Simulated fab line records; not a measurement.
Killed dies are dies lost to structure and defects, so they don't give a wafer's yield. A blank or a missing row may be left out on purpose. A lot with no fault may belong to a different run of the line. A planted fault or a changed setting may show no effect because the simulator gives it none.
fab line records	flow n5Finfet
record lots=7	wafers=19	lastDay=18
route steps=1938 shown BEOL_M8@1336 PASSIVATION@1936
lots with no fault: from the same line, run without faults
startH: hours from the record's first day to the start of the lot's first wafer shown	waitH: hours from the lot's prior step to this one	" identical to the entry in the row above	L1.1+2: one row covering several wafers at once	- either no value or no given start	* or withheld: withheld	< > ~ a bound
route shown NAME@n: NAME is a module with steps in the file, n the number in the route of the first one	usual: the fault-free wafers' mean and standard deviation	same: alike in all rows	chamber/n: place in a boat	sites: the reading at each site	_std_site: standard deviation across them	_edge_site: the outer-site mean with the inner-site mean subtracted	radiusMm: how far each site lies from the wafer's centre	mask NAME#n: copy n	behind: the last tool/chamber to shape the wafer	hold: why the lot went on hold/how many hours it stayed there/how the hold came to an end	device: the transistor (n, p or np) that didn't switch	end of line: tests run on the same wafers once the route is complete	where a step has no rows: the recipe by itself	killed: the dies lost at the first sort to structure and to defects; this is not the yield of the wafer	map: a wafer's dies, marking killed ones x, the rest . and places with no die _
set.NAME: the setting that was run; set.NAME@STEP: the one run at that earlier step	model.NAME: the simulator's own value behind a step, which no gauge read
lots at selected steps of the route; one table per step, one row per wafer
services: from which hour (startH, from the record's first day; less than 0 if before it) a tool's chamber was out of use, for how many hours, and why
## steps
# step N5_BEOL_M8_HM_DEP_02
# recipe material=TiN	targetThkA=200	tempC=25	chamberPressurePa=0.49996
# usual substrateTempC=25.00/0.12	throttleValvePct=30.5/1.4
lot.wafer	tool	chamber	startH	waitH	substrateTempC	throttleValvePct
L983.3	pvdSputter-03	-	232.96	0.2	24.89	30.9
L983.5	"	-	"	"	24.87	30.4
L983.6	"	-	"	"	25.05	32.7
L990.1	pvdSputter-03	-	275.71	0.5	25.13	30.6
L990.5	"	-	"	"	24.99	30.6
L990.6	"	-	"	"	25.19	28.9
L992.1	pvdSputter-02	-	288.74	0.7	25.07	28.0
L992.2	"	-	"	"	25.21	30.6
L992.4	"	-	"	"	24.83	31.2
L997.2	pvdSputter-03	-	312.41	1.3	25.21	29.0
L997.5	"	-	"	"	25.23	30.6
L994.2	pvdSputter-02	-	313.25	0.1	24.93	30.7
L994.3	"	-	"	"	24.94	29.4
L994.6	"	-	"	"	25.04	29.6
L999.1	pvdSputter-03	-	317.40	0.9	24.91	32.5
L999.2	"	-	"	"	24.89	30.7
L999.3	"	-	"	"	24.93	29.2
L103.5	pvdSputter-01	-	341.13	2.0	24.91	33.4
L103.6	"	-	"	"	25.01	29.9
# step N5_BEOL_M8_COAT_59
# recipe resist=SOC	tempC=250	timeS=60	spinRpm=1500	resistThkNm=100
# step N5_BEOL_M8_COAT_60
# recipe resist=SiARC	tempC=220	timeS=60	spinRpm=1500	resistThkNm=35
# step N5_BEOL_M8_COAT_05
# recipe resist=CAR-ArF	spinRpm=1500	resistThkNm=90
# step N5_BEOL_M8_EBR_07
# recipe solvent=PGMEA	ebrWidthMm=1.5
# step N5_BEOL_M8_SOFTBAKE_06
# recipe tempC=110	timeS=60	resist=CAR-ArF
# step N5_BEOL_M8_EXPOSE_08
# recipe maskId=M8	na=1.35	sourceShape=dipole	sigmaInner=0.817	sigmaOuter=0.97	polarization=te	doseMj=68.25
# step N5_BEOL_M8_PEB_09
# recipe pebTempC=withheld	pebTimeS=60	resist=CAR-ArF
# step N5_BEOL_M8_DEVELOP_10
# recipe developTimeS=30	developer=TMAH	resist=CAR-ArF	rinseLiquid=diw	dry=airSpin	devTempC=23
# step N5_BEOL_M8_CD_MEAS_11
# recipe targetCdNm=38.5	landingEnergyEv=500	detector=seInlens	polarity=opening
# usual cdNm=38.5/0.44
lot.wafer	tool	chamber	startH	waitH	cdNm
L983.3	cdSem-03	0	233.47	-	39.0
L983.5	"	0	"	"	38.0
L983.6	"	0	"	"	38.0
L990.1	cdSem-01	0	276.08	-	38.3
L990.5	"	0	"	"	38.6
L990.6	"	0	"	"	38.2
L992.1	cdSem-02	0	289.11	-	37.7
L992.2	"	0	"	"	37.7
L992.4	"	0	"	"	38.1
L997.2	cdSem-01	0	312.91	-	39.0
L997.5	"	0	"	"	38.9
L994.2	cdSem-03	0	313.63	-	38.9
L994.3	"	0	"	"	39.1
L994.6	"	0	"	"	38.7
L999.1	cdSem-02	0	317.89	-	39.4
L999.2	"	0	"	"	38.6
L999.3	"	0	"	"	38.4
L103.5	cdSem-01	0	341.46	-	38.7
L103.6	"	0	"	"	38.1
# step N5_BEOL_M8_OVL_MEAS_12
# recipe pointsPerWafer=44
# usual M8_OVL=0.4/0.73
lot.wafer	tool	chamber	startH	waitH	M8_OVL[nm]
L983.3	overlay-02	0	233.49	0.0	-0.3
L983.5	"	0	"	"	-0.1
L983.6	"	0	"	"	0.4
L990.1	overlay-01	0	276.11	0.0	0.2
L990.5	"	0	"	"	-0.7
L990.6	"	0	"	"	0.6
L992.1	overlay-01	0	289.14	0.0	0.6
L992.2	"	0	"	"	0.3
L992.4	"	0	"	"	0.6
L997.2	overlay-02	0	312.94	0.0	0.0
L997.5	"	0	"	"	-0.1
L994.2	overlay-02	0	313.66	0.0	-0.4
L994.3	"	0	"	"	-0.4
L994.6	"	0	"	"	-1.2
L999.1	overlay-01	0	317.93	0.0	1.1
L999.2	"	0	"	"	0.4
L999.3	"	0	"	"	1.1
L103.5	overlay-02	0	341.49	0.0	0.3
L103.6	"	0	"	"	-0.6
# step N5_BEOL_M8_INSPECT_13
# recipe mode=adi	inspectInstrument=brightfield
# usual rawDefectCount=427/92
lot.wafer	tool	chamber	startH	waitH	rawDefectCount
L983.3	defectInspect-01	-	233.52	0.0	412
L983.5	"	-	"	"	388
L983.6	"	-	"	"	336
L990.1	defectInspect-02	-	276.14	0.0	258
L990.5	"	-	"	"	437
L990.6	"	-	"	"	283
L992.1	defectInspect-01	-	289.17	0.0	361
L992.2	"	-	"	"	544
L992.4	"	-	"	"	386
L997.2	defectInspect-01	-	312.96	0.0	476
L997.5	"	-	"	"	359
L994.2	defectInspect-01	-	313.68	0.0	412
L994.3	"	-	"	"	380
L994.6	"	-	"	"	364
L999.1	defectInspect-02	-	317.95	0.0	519
L999.2	"	-	"	"	430
L999.3	"	-	"	"	482
L103.5	defectInspect-01	-	341.51	0.0	355
L103.6	"	-	"	"	382
# step N5_BEOL_M8_DESCUM_16
# recipe chemistry=O2	timeS=7.9	sourcePowerW=50	biasPowerW=20	pressureMtorr=20	rfFrequencyHz=2.712e+07	tempC=40	resist=CAR-ArF	o2FlowSccm=225
# usual drypumpMotorCurrentA=5.9/0.48	oesProductAu=0.84/0.069	rfVppV=243.7/1.2	showerheadPlenumPTorr=2.14/0.056	throttleValvePct=20.34/0.2
lot.wafer	tool	chamber	startH	waitH	drypumpMotorCurrentA	oesProductAu	rfHoursCounterH	rfVppV	showerheadPlenumPTorr	throttleValvePct	model.CAR-ArF_of_BEOL_M8_COAT_05.thkNm
L983.3	rieDiel-02	3	233.59	0.1	6.7	0.70	228	242.1	2.07	20.77	83.2
L983.5	"	2	"	"	6.2	0.84	-	244.6	2.21	20.28	83.2
L983.6	"	1	"	"	6.3	0.94	-	242.4	2.05	20.16	83
L990.1	rieDiel-02	2	276.17	0.0	6.3	0.82	105	243.4	2.20	20.31	84
L990.5	"	0	"	"	5.3	0.89	-	245.0	2.13	20.56	84
L990.6	"	3	"	"	6.7	0.69	-	242.0	2.06	20.80	83.8
L992.1	rieDiel-01	2	289.42	0.3	5.1	0.89	25	242.5	2.14	20.35	83.4
L992.2	"	3	"	"	6.0	0.73	177	242.2	2.09	20.48	83.2
L992.4	"	1	"	"	5.9	0.83	60	246.2	2.21	20.04	83.2
L997.2	rieDiel-02	2	313.09	0.1	6.2	0.79	116	243.5	2.20	20.33	84.2
L997.5	"	1	"	"	6.3	0.89	-	242.0	2.04	20.18	83.4
L994.2	rieDiel-03	0	313.72	0.0	5.6	0.86	61	244.2	2.12	20.30	83.4
L994.3	"	1	"	"	5.8	0.86	43	244.5	2.21	20.17	83.6
L994.6	"	1	"	"	5.8	0.86	-	245.7	2.21	20.17	83.4
L999.1	rieDiel-02	1	317.98	0.0	6.3	0.88	32	243.5	2.04	20.20	83
L999.2	"	3	"	"	6.7	0.98	1	243.1	2.06	20.40	84.2
L999.3	"	0	"	"	5.3	0.85	54	242.2	2.12	20.58	83.6
L103.5	rieDiel-02	0	341.56	0.0	5.3	0.85	-	242.0	2.12	20.59	83.4
L103.6	"	1	"	"	6.3	0.87	-	241.8	2.04	20.22	84
# step N5_BEOL_M8_ETCH_61
# recipe chemistry=CF4	target=SiARC	targetDepthA=455	maskMaterial=CAR-ArF	timeS=75.8	ionEnergyEv=80	pressureMtorr=40	sourceW=545	biasW=36	Ar_flow_sccm=100	cf4FlowSccm=100	ends=cleared
# usual drypumpMotorCurrentA=5.9/0.49	etchRfOnTimeS=75.3/0.95	oesProductAu=0.72/0.059	rfVppV=184.6/1.1	showerheadPlenumPTorr=2.18/0.054	throttleValvePct=15.50/0.19
lot.wafer	tool	chamber	startH	waitH	drypumpMotorCurrentA	etchRfOnTimeS	oesProductAu	rfHoursCounterH	rfVppV	showerheadPlenumPTorr	throttleValvePct	model.CAR-ArF_of_BEOL_M8_COAT_05.thkNm
L983.3	rieDiel-02	3	233.62	0.0	6.7	76.1	0.60	228	183.3	2.11	15.93	50.6
L983.5	"	2	"	"	6.2	74.3	0.72	-	184.9	2.25	15.40	50.6
L983.6	"	1	"	"	6.3	76.4	0.80	-	183.6	2.11	15.35	50.4
L990.1	rieDiel-02	2	276.21	0.0	6.2	74.5	0.71	105	186.0	2.24	15.47	51.2
L990.5	"	0	"	"	5.3	75.6	0.75	-	184.4	2.18	15.68	51.2
L990.6	"	3	"	"	6.7	77.2	0.59	-	183.2	2.11	15.96	51.2
L992.1	rieDiel-01	2	289.46	0.0	5.1	73.7	0.76	25	185.3	2.18	15.45	50.8
L992.2	"	3	"	"	6.0	75.5	0.63	177	184.3	2.13	15.63	50.6
L992.4	"	1	"	"	5.9	74.4	0.72	60	185.5	2.26	15.21	50.6
L997.2	rieDiel-02	2	313.13	0.0	6.2	74.7	0.69	116	185.3	2.24	15.48	51.6
L997.5	"	1	"	"	6.3	75.9	0.77	-	183.5	2.10	15.37	50.8
L994.2	rieDiel-03	0	313.75	0.0	5.6	74.9	0.73	61	183.1	2.18	15.46	50.8
L994.3	"	1	"	"	5.8	74.4	0.74	43	184.7	2.26	15.38	51
L994.6	"	1	"	"	5.8	73.7	0.74	-	186.0	2.26	15.37	50.8
L999.1	rieDiel-02	1	318.02	0.0	6.3	76.5	0.76	32	183.1	2.10	15.38	50.4
L999.2	"	3	"	"	6.7	74.4	0.85	1	183.3	2.11	15.46	51.8
L999.3	"	0	"	"	5.3	74.9	0.73	54	185.3	2.18	15.70	51
L103.5	rieDiel-02	0	341.61	0.0	5.3	74.3	0.73	-	184.2	2.17	15.72	50.8
L103.6	"	1	"	"	6.3	74.8	0.75	-	183.4	2.10	15.40	51.6
# step N5_BEOL_M8_ETCH_62
# recipe chemistry=N2/H2	target=SOC	targetDepthA=1100	overetchA=220	maskMaterial=SiARC	tempC=40	timeS=165	ionEnergyEv=200	pressureMtorr=30	sourceW=840	biasW=150	n2FlowSccm=200	h2FlowSccm=200
# usual drypumpMotorCurrentA=5.9/0.49	oesProductAu=0.71/0.056	rfVppV=525.3/2.1	showerheadPlenumPTorr=2.60/0.068	throttleValvePct=17.72/0.2
lot.wafer	tool	chamber	startH	waitH	drypumpMotorCurrentA	oesProductAu	rfHoursCounterH	rfVppV	showerheadPlenumPTorr	throttleValvePct
L983.3	rieDiel-02	3	233.68	0.0	6.7	0.60	228	522.9	2.51	18.25
L983.5	"	2	"	"	6.2	0.71	-	528.0	2.68	17.61
L983.6	"	1	"	"	6.3	0.79	-	522.1	2.50	17.54
L990.1	rieDiel-02	2	276.26	0.0	6.3	0.70	105	527.6	2.67	17.66
L990.5	"	0	"	"	5.3	0.74	-	525.9	2.58	17.83
L990.6	"	3	"	"	6.7	0.59	-	523.0	2.50	18.27
L992.1	rieDiel-01	2	289.52	0.0	5.2	0.74	25	523.5	2.59	17.79
L992.2	"	3	"	"	5.9	0.60	177	523.1	2.54	17.80
L992.4	"	1	"	"	5.9	0.69	60	527.2	2.68	17.35
L997.2	rieDiel-02	2	313.18	0.0	6.3	0.68	116	527.9	2.66	17.68
L997.5	"	1	"	"	6.3	0.77	-	522.4	2.49	17.58
L994.2	rieDiel-03	0	313.81	0.0	5.6	0.72	61	525.3	2.58	17.72
L994.3	"	1	"	"	5.8	0.73	43	529.9	2.70	17.71
L994.6	"	1	"	"	5.8	0.72	-	527.9	2.70	17.70
L999.1	rieDiel-02	1	318.07	0.0	6.3	0.75	32	522.3	2.49	17.57
L999.2	"	3	"	"	6.7	0.83	1	522.5	2.50	17.83
L999.3	"	0	"	"	5.3	0.72	54	524.6	2.58	17.88
L103.5	rieDiel-02	0	341.71	0.1	5.3	0.71	-	524.3	2.57	17.90
L103.6	"	1	"	"	6.2	0.74	-	520.3	2.49	17.59
# step N5_PASSIVATION_PROBE_49
# usual defectLimitedYield=91.0/1.6	killed_at_M0_to_M3=35/11	killed_at_M4_up=14/5.1	killedAtContacts=12/6.6	killedAtFrontEnd=41/12	killedAtOther=4/3	killedDies=107/19	killedOpen=70/15	killedShort=35/8.5	sort_bin_5_function=5.3/1	sort_bin_6_memory=3.4/0.73	sortNPass=1073/19	sortYieldPct=91.0/1.6
# same grossDies=1180	killedAtBackSide=0	sort_bin_4_leakage[%]=0	sort_bin_8_speed[%]=0
lot.wafer	tool	chamber	startH	waitH	defectLimitedYield[%]	killed_at_M0_to_M3	killed_at_M4_up	killedAtContacts	killedAtFrontEnd	killedAtOther	killedDies	killedOpen	killedShort	sort_bin_5_function[%]	sort_bin_6_memory[%]	sortNPass	sortYieldPct[%]
L992.1	prober-01	-	361.33	0.0	93.1	17	14	4	39	7	81	54	25	4.1	2.6	1099	93.1
L992.2	prober-01	-	361.38	0.1	89.4	38	10	10	65	2	125	78	46	5.6	4.7	1055	89.4
L992.4	prober-01	-	361.48	0.2	89.7	41	13	5	52	10	121	81	37	6.1	3.6	1059	89.7
L994.2	prober-01	-	388.53	0.1	90.3	29	22	10	45	8	114	72	40	6.0	3.0	1066	90.3
L994.3	prober-01	-	388.58	0.1	86.6	48	24	26	60	0	158	99	53	8.1	4.5	1022	86.6
L994.6	prober-01	-	388.73	0.3	89.2	42	17	8	60	1	128	87	38	6.4	3.9	1052	89.2
L103.5	prober-01	-	419.94	0.2	93.5	26	12	6	30	3	77	59	18	3.7	2.7	1103	93.5
L103.6	prober-01	-	419.99	0.3	92.7	25	6	5	50	0	86	55	28	4.4	2.5	1094	92.7
# killed by level:class
L992.1 STI_FIN_REVEAL:geometricParticle:open=10 GATE_CUT:geometricParticle:short=6 BEOL_M4:geometricParticle:open=6 BEOL_M3:geometricParticle:open=5 FIN_SAQP:geometricParticle:short=4 BEOL_M5:geometricParticle:open=4 FIN_SAQP:geometricParticle:open=3 DUMMY_GATE:geometricParticle:open=3
L992.2 STI_FIN_REVEAL:geometricParticle:open=13 FIN_SAQP:geometricParticle:open=12 FIN_SAQP:geometricParticle:short=11 MOL_CONTACT_COAG:geometricParticle:open=10 GATE_CUT:geometricParticle:short=8 BEOL_M2:geometricParticle:open=6 BEOL_M0:geometricParticle:short=6 DUMMY_GATE:geometricParticle:open=5
L992.4 STI_FIN_REVEAL:geometricParticle:open=19 BEOL_M3:geometricParticle:open=14 FIN_SAQP:geometricParticle:short=10 FIN_SAQP:geometricParticle:open=9 BEOL_M0_SAQP:geometricParticle:open=8 BEOL_M2:geometricParticle:open=8 BEOL_M0_SAQP:geometricParticle:short=6 STI_FIN_REVEAL:geometricParticle:short=5
L994.2 FIN_SAQP:geometricParticle:short=11 BEOL_M4:geometricParticle:open=9 FIN_SAQP:geometricParticle:open=8 MOL_CONTACT_COAG:geometricParticle:open=8 BEOL_M0_SAQP:geometricParticle:short=7 BEOL_M0_SAQP:geometricParticle:open=7 BEOL_M2:geometricParticle:open=7 STI_FIN_REVEAL:geometricParticle:open=6
L994.3 MOL_CONTACT_COAG:geometricParticle:open=21 STI_FIN_REVEAL:geometricParticle:open=15 BEOL_M0_SAQP:geometricParticle:short=12 BEOL_M3:geometricParticle:open=10 FIN_SAQP:geometricParticle:open=9 BEOL_M2:geometricParticle:open=9 BEOL_M4:geometricParticle:open=9 FIN_SAQP:geometricParticle:short=8
L994.6 STI_FIN_REVEAL:geometricParticle:open=18 FIN_SAQP:geometricParticle:open=10 FIN_SAQP:geometricParticle:short=9 BEOL_M2:geometricParticle:open=9 BEOL_M3:geometricParticle:open=6 STARTING-WAFER:geometricParticle:open=6 BEOL_M1:geometricParticle:open=6 BEOL_M0_SAQP:geometricParticle:short=5
L103.5 BEOL_M3:geometricParticle:open=12 FIN_SAQP:geometricParticle:open=11 BEOL_M4:geometricParticle:open=9 MOL_CONTACT_COAG:geometricParticle:open=6 GATE_CUT:geometricParticle:short=5 FIN_SAQP:geometricParticle:short=4 BEOL_M0_SAQP:geometricParticle:open=4 BEOL_M1:geometricParticle:open=4
L103.6 FIN_SAQP:geometricParticle:open=12 STI_FIN_REVEAL:geometricParticle:open=8 BEOL_M3:geometricParticle:open=7 FIN_SAQP:geometricParticle:short=6 BEOL_M1:geometricParticle:open=5 GATE_CUT:geometricParticle:short=4 MOL_CONTACT_COAG:geometricParticle:open=4 BEOL_M2:geometricParticle:open=4
## services
tool	chamber	startH	hours	kind
rieDiel-01	2	218.48	-	clean
rieDiel-01	2	218.48	-	consumableReplace:focusRing
rieDiel-01	2	218.48	13.2	scheduledDown
rieDiel-01	2	218.48	13.2	ventCycle
rieDiel-02	-	218.99	14.6	pm
rieDiel-03	3	223.79	-	clean
rieDiel-03	3	223.79	-	consumableReplace:focusRing
rieDiel-03	3	223.79	23.1	scheduledDown
rieDiel-03	3	223.79	23.1	ventCycle
rieDiel-02	-	234.48	0.7	repair
rieDiel-02	0	239.33	8.8	repair
rieDiel-02	1	249.04	33.4	repair
rieDiel-01	3	272.40	9.7	repair
rieDiel-02	-	277.48	10.0	pm
pvdSputter-02	-	277.88	6.1	repair
rieDiel-02	3	287.48	-	clean
rieDiel-02	3	287.48	-	consumableReplace:focusRing
rieDiel-02	3	287.48	26.6	scheduledDown
rieDiel-02	3	287.48	26.6	ventCycle
pvdSputter-03	-	298.65	1.0	repair
rieDiel-02	2	303.68	2.6	repair
rieDiel-03	2	311.50	17.1	repair
## key
firstSign none at tools or gauges
modelEffect step=N5_BEOL_M8_DESCUM_16	value=CAR-ArF_of_BEOL_M8_COAT_05.thkNm	without=83.47	struck=84.13
modelEffect step=N5_BEOL_M8_ETCH_61	value=CAR-ArF_of_BEOL_M8_COAT_05.thkNm	without=51	struck=51.67
metAt N5_BEOL_M8_DESCUM_16
struckWafers L997.2,L999.2,L103.6
onsetBetween 276.17 313.09
fault kind=processParameterDrift	tool=rieDiel-02	chamber=-	onsetH=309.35	steps=N5_BEOL_M8_DESCUM_16	channel=timeS	offset=*	shape=step	endH=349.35	scope=struckWafersOnly	actsIn=*	stated=*
